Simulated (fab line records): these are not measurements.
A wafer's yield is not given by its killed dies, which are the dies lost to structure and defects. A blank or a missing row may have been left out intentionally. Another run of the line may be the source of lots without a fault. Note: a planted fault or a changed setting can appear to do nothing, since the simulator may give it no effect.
fab line records | flow nand-harc
[record] lots = 6 wafers = 18 last-day = 33
route steps=1302 shown A_SOURCE_PLATE@418 A_ONON_D1@424 END@1302
lots that met no fault: taken from a fault-free run of the same line
start-h: hours from the record's opening day to when the first of the lot's shown wafers began | wait-h: hours elapsed since this lot's preceding step | " as in the row above | L1.1+2: a single row standing in for several wafers | - no value present, or no start provided | * or withheld: withheld | < > ~ a bound
route shown NAME@n: names a module that has steps shown in the file, with the first one's number in the route | usual: mean and standard deviation over wafers with no fault | same: alike in all rows | chamber/n: place in a boat | sites: per-site readings | _std_site: the values' standard deviation | _edge_site: the outer-site mean with the inner-site mean subtracted | radius-mm: how far each site lies from the wafer's centre | mask NAME#n: copy n | behind: the tool/chamber that last shaped the wafer | hold: why the lot went on hold/how many hours it stayed there/how the hold came to an end | device: which transistor (n, p or np) failed to switch | end of line: tests of these same wafers at the route's end | where a step has no rows: the recipe by itself | killed: not the wafer's yield, but the dies lost to structure and defects at the first sort | map: shows each die of a wafer: x if killed, . if not, _ if none is there
set.NAME: the setting that was run; set.NAME@STEP: the one run at that earlier step | model.NAME: the simulator's own value behind a step, which no gauge read
lots at selected steps of the route; one table per step, one row per wafer
services: a tool's chamber out of use, with start hour (start-h, from the record's first day; less than 0 if before it), hours out, and reason
[[steps]]
[step NHARC_A_SOURCE_PLATE_CVD_03]
[recipe] target-thk-a = 2000 temp-c = 620 pressure-mtorr = 200 time-s = 4000 material = poly-Si
[step NHARC_A_SOURCE_PLATE_ANNEAL_05]
[recipe] temp-c = 850 time-s = 1800
[step NHARC_A_SOURCE_PLATE_THK_MEAS_06]
[recipe] thk-meas-gauge = ellipsometry
[usual] thk-nm = 200.3/2
// columns lot.wafer tool chamber start-h wait-h thk-nm
L210.4 film-metro-01 - 200.18 0.4 198.1
L210.5 " - " " 200.1
L210.6 " - " " 194.4
L217.3 film-metro-02 - 268.31 0.4 199.8
L217.4 " - " " 203.8
L217.5 " - " " 202.2
L218.3 film-metro-02 - 279.11 0.4 201.8
L218.4 " - " " 200.2
L218.6 " - " " 200.5
L224.2 film-metro-02 - 344.11 0.4 199.9
L224.4 " - " " 198.1
L224.5 " - " " 203.0
L226.2 film-metro-01 - 359.98 0.4 201.2
L226.3 " - " " 200.1
L226.4 " - " " 202.2
L228.1 film-metro-01 - 380.91 0.4 198.7
L228.2 " - " " 196.2
L228.5 " - " " 200.0
[step NHARC_A_SOURCE_PLATE_INSPECT_08]
[usual] raw-defect-count = 60/25
// columns lot.wafer tool chamber start-h wait-h raw-defect-count
L210.4 defect-inspect-01 - 200.25 0.0 59
L210.5 " - " " 35
L210.6 " - " " 27
L217.3 defect-inspect-02 - 268.40 0.0 39
L217.4 " - " " 23
L217.5 " - " " 48
L218.3 defect-inspect-02 - 279.22 0.0 57
L218.4 " - " " 38
L218.6 " - " " 37
L224.2 defect-inspect-02 - 344.22 0.0 52
L224.4 " - " " 45
L224.5 " - " " 78
L226.2 defect-inspect-02 - 360.04 0.0 72
L226.3 " - " " 81
L226.4 " - " " 74
L228.1 defect-inspect-02 - 380.98 0.0 107
L228.2 " - " " 76
L228.5 " - " " 62
[step NHARC_A_ONON_D1_DEP_00]
[recipe] target-thk-a = 10000 n2-flow-sccm = 2750 n2o-flow-sccm = 2000 nh3-flow-sccm = 500 sih4-flow-sccm = 210 temp-c = 400
[step NHARC_A_ONON_D1_THK_MEAS_02]
[recipe] thk-meas-gauge = ellipsometry
[usual] thk-nm = 1002/9.9
// columns lot.wafer tool chamber start-h wait-h thk-nm
L210.4 film-metro-02 - 200.82 - 1010
L210.5 " - " " 1010
L210.6 " - " " 1009
L217.3 film-metro-02 - 268.98 - 987
L217.4 " - " " 988
L217.5 " - " " 986
L218.3 film-metro-01 - 279.79 - 1009
L218.4 " - " " 1009
L218.6 " - " " 1011
L224.2 film-metro-01 - 344.79 - 1024
L224.4 " - " " 1024
L224.5 " - " " 1024
L226.2 film-metro-01 - 360.62 - 994
L226.3 " - " " 995
L226.4 " - " " 993
L228.1 film-metro-01 - 381.56 - 1013
L228.2 " - " " 1012
L228.5 " - " " 1011
[step NHARC_A_ONON_D1_DEP_03]
[recipe] target-thk-a = 10000 n2-flow-sccm = 2750 n2o-flow-sccm = 2000 nh3-flow-sccm = 500 sih4-flow-sccm = 210 temp-c = 400
[step NHARC_A_ONON_D1_THK_MEAS_05]
[recipe] thk-meas-gauge = ellipsometry
[usual] thk-nm = 1000/11
// columns lot.wafer tool chamber start-h wait-h thk-nm
L210.4 film-metro-01 - 201.39 - 994
L210.5 " - " " 994
L210.6 " - " " 995
L217.3 film-metro-01 - 269.55 - 995
L217.4 " - " " 997
L217.5 " - " " 996
L218.3 film-metro-01 - 280.36 - 1000
L218.4 " - " " 999
L218.6 " - " " 1000
L224.2 film-metro-02 - 345.36 - 1006
L224.4 " - " " 1005
L224.5 " - " " 1007
L226.2 film-metro-02 - 361.18 - 1004
L226.3 " - " " 1002
L226.4 " - " " 1002
L228.1 film-metro-01 - 382.12 - 980
L228.2 " - " " 978
L228.5 " - " " 977
[step NHARC_A_ONON_D1_DEP_06]
[recipe] target-thk-a = 10000 n2-flow-sccm = 2750 n2o-flow-sccm = 2000 nh3-flow-sccm = 500 sih4-flow-sccm = 210 temp-c = 400
[step NHARC_A_ONON_D1_THK_MEAS_08]
[recipe] thk-meas-gauge = ellipsometry
[usual] thk-nm = 998/9.3
// columns lot.wafer tool chamber start-h wait-h thk-nm
L210.4 film-metro-01 - 201.96 - 1000
L210.5 " - " " 1001
L210.6 " - " " 1000
L217.3 film-metro-02 - 270.11 - 979
L217.4 " - " " 979
L217.5 " - " " 980
L218.3 film-metro-02 - 280.93 - 988
L218.4 " - " " 988
L218.6 " - " " 988
L224.2 film-metro-01 - 345.93 - 999
L224.4 " - " " 1000
L224.5 " - " " 999
L226.2 film-metro-02 - 361.75 - 999
L226.3 " - " " 1000
L226.4 " - " " 999
L228.1 film-metro-01 - 382.69 - 989
L228.2 " - " " 988
L228.5 " - " " 988
[step NHARC_A_ONON_D1_DEP_09]
[recipe] target-thk-a = 10000 n2-flow-sccm = 2750 n2o-flow-sccm = 2000 nh3-flow-sccm = 500 sih4-flow-sccm = 210 temp-c = 400
// columns lot.wafer tool chamber start-h wait-h
L210.4+5+6 pecvd-onon-02 0 202.19 0.2
L217.3+4+5 pecvd-onon-04 0 270.28 0.2
L218.3+4+6 pecvd-onon-04 0 281.10 0.2
L224.2+4+5 pecvd-onon-04 0 346.04 0.1
L226.2+3+4 pecvd-onon-04 0 361.86 0.1
L228.1+2+5 pecvd-onon-02 0 382.75 0.1
[step NHARC_A_ONON_D1_THK_MEAS_11]
[recipe] thk-meas-gauge = ellipsometry
[usual] thk-nm = 998/9.7
// columns lot.wafer tool chamber start-h wait-h thk-nm
L210.4 film-metro-01 - 202.52 - 996
L210.5 " - " " 997
L210.6 " - " " 998
L217.3 film-metro-01 - 270.67 - 695
L217.4 " - " " 996
L217.5 " - " " 995
L218.3 film-metro-01 - 281.50 - 687
L218.4 " - " " 991
L218.6 " - " " 989
L224.2 film-metro-02 - 346.50 - 1005
L224.4 " - " " 1005
L224.5 " - " " 1006
L226.2 film-metro-02 - 362.32 - 997
L226.3 " - " " 996
L226.4 " - " " 996
L228.1 film-metro-01 - 383.27 - 1004
L228.2 " - " " 1003
L228.5 " - " " 1004
[step NHARC_A_ONON_D1_DEP_12]
[recipe] target-thk-a = 10000 n2-flow-sccm = 2750 n2o-flow-sccm = 2000 nh3-flow-sccm = 500 sih4-flow-sccm = 210 temp-c = 400
[step NHARC_END_SORT_01]
[recipe] temp-c = 25
[usual] killed-at-array = 56/20 killed-at-other = 0.9/1.1 killed-at-periphery = 3.7/3 killed-dies = 61/21 killed-open = 2.9/1.6 killed-short = 2.6/1.4
[same] gross-dies = 677
// columns lot.wafer tool chamber start-h wait-h killed-at-array killed-at-other killed-at-periphery killed-dies killed-open killed-short
L217.3 prober-01 0 671.20 3.1 664 2 11 677 4 4
L218.3 prober-02 0 680.30 3.1 674 1 2 677 3 0
// killed by level:class
L217.3 A_ONON_D1:area-dep=588 A_CHANNEL_HOLE_D1:chamber-film-flake=31 A_SLIT:chamber-film-flake=24 A_CHANNEL_HOLE_D2:chamber-film-flake=5 P_STI:chamber-film-flake=3 P_GATE:chamber-film-flake=3 P_M0:chamber-film-flake=3 A_DECK1_JOINT:chamber-film-flake=3
L218.3 A_ONON_D1:area-dep=644 A_CHANNEL_HOLE_D1:chamber-film-flake=22 A_STAIRCASE:chamber-film-flake=3 A_CHANNEL_FILL_D1:chamber-film-flake=2 P_GATE:geometric-particle:open=1 A_CHANNEL_FILL_D1:geometric-particle:open=1 A_M0:geometric-particle:open=1 P_M2:chamber-film-flake=1
// map L217.3 (x killed, . not)
____________x____________
_________xxxxxxx_________
_______xxxxxxxxxxx_______
______xxxxxxxxxxxxx______
_____xxxxxxxxxxxxxxx_____
____xxxxxxxxxxxxxxxxx____
____xxxxxxxxxxxxxxxxx____
___xxxxxxxxxxxxxxxxxxx___
___xxxxxxxxxxxxxxxxxxx___
__xxxxxxxxxxxxxxxxxxxxx__
__xxxxxxxxxxxxxxxxxxxxx__
_xxxxxxxxxxxxxxxxxxxxxxx_
_xxxxxxxxxxxxxxxxxxxxxxx_
_xxxxxxxxxxxxxxxxxxxxxxx_
_xxxxxxxxxxxxxxxxxxxxxxx_
_xxxxxxxxxxxxxxxxxxxxxxx_
xxxxxxxxxxxxxxxxxxxxxxxxx
xxxxxxxxxxxxxxxxxxxxxxxxx
xxxxxxxxxxxxxxxxxxxxxxxxx
xxxxxxxxxxxxxxxxxxxxxxxxx
xxxxxxxxxxxxxxxxxxxxxxxxx
_xxxxxxxxxxxxxxxxxxxxxxx_
_xxxxxxxxxxxxxxxxxxxxxxx_
_xxxxxxxxxxxxxxxxxxxxxxx_
_xxxxxxxxxxxxxxxxxxxxxxx_
_xxxxxxxxxxxxxxxxxxxxxxx_
__xxxxxxxxxxxxxxxxxxxxx__
__xxxxxxxxxxxxxxxxxxxxx__
___xxxxxxxxxxxxxxxxxxx___
___xxxxxxxxxxxxxxxxxxx___
____xxxxxxxxxxxxxxxxx____
____xxxxxxxxxxxxxxxxx____
_____xxxxxxxxxxxxxxx_____
______xxxxxxxxxxxxx______
_______xxxxxxxxxxx_______
_________xxxxxxx_________
____________x____________
// map L218.3 (x killed, . not)
____________x____________
_________xxxxxxx_________
_______xxxxxxxxxxx_______
______xxxxxxxxxxxxx______
_____xxxxxxxxxxxxxxx_____
____xxxxxxxxxxxxxxxxx____
____xxxxxxxxxxxxxxxxx____
___xxxxxxxxxxxxxxxxxxx___
___xxxxxxxxxxxxxxxxxxx___
__xxxxxxxxxxxxxxxxxxxxx__
__xxxxxxxxxxxxxxxxxxxxx__
_xxxxxxxxxxxxxxxxxxxxxxx_
_xxxxxxxxxxxxxxxxxxxxxxx_
_xxxxxxxxxxxxxxxxxxxxxxx_
_xxxxxxxxxxxxxxxxxxxxxxx_
_xxxxxxxxxxxxxxxxxxxxxxx_
xxxxxxxxxxxxxxxxxxxxxxxxx
xxxxxxxxxxxxxxxxxxxxxxxxx
xxxxxxxxxxxxxxxxxxxxxxxxx
xxxxxxxxxxxxxxxxxxxxxxxxx
xxxxxxxxxxxxxxxxxxxxxxxxx
_xxxxxxxxxxxxxxxxxxxxxxx_
_xxxxxxxxxxxxxxxxxxxxxxx_
_xxxxxxxxxxxxxxxxxxxxxxx_
_xxxxxxxxxxxxxxxxxxxxxxx_
_xxxxxxxxxxxxxxxxxxxxxxx_
__xxxxxxxxxxxxxxxxxxxxx__
__xxxxxxxxxxxxxxxxxxxxx__
___xxxxxxxxxxxxxxxxxxx___
___xxxxxxxxxxxxxxxxxxx___
____xxxxxxxxxxxxxxxxx____
____xxxxxxxxxxxxxxxxx____
_____xxxxxxxxxxxxxxx_____
______xxxxxxxxxxxxx______
_______xxxxxxxxxxx_______
_________xxxxxxx_________
____________x____________
[[services]]
// columns tool chamber start-h hours kind
pecvd-onon-02 - 185.00 13.0 pm
pecvd-onon-04 - 311.00 13.0 pm
pecvd-onon-02 - 366.32 13.0 pm
[[key]]
[first-sign] step = NHARC_A_ONON_D1_THK_MEAS_11 reading = thk-nm direction = down sigmas = 31 usual = 998 struck = 691
[effect] step = NHARC_END_SORT_01 reading = killed-dies direction = up sigmas = 30 usual = 61 struck = 677
[more-kills-born-at] NHARC_A_ONON_D1_DEP_09@pecvd-onon-04 = 1232
met-at NHARC_A_ONON_D1_DEP_09
struck-wafers L217.3,L218.3
later-rows-left-out L217.3,L218.3
tester-left-out L217,L218
[fault] kind = process-parameter-drift tool = pecvd-onon-04 chamber = - onset-h = 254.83 steps = NHARC_A_ONON_D1_DEP_09 channel = target-thk-a offset = * shape = step end-h = 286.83 scope = struck-wafers-only acts-in = * stated = *
// tester-left-out: of these lots the tester's yield and bins aren't shown, on N5 and GAA mostly nor the transistor test; their killed dies are dies lost to structure and defects alone, not to doping, threshold or leakage, so they don't give the yield
// later-rows-left-out: the simulator's readings of these wafers behind a module that went badly wrong aren't trusted and aren't shown, but for the sort
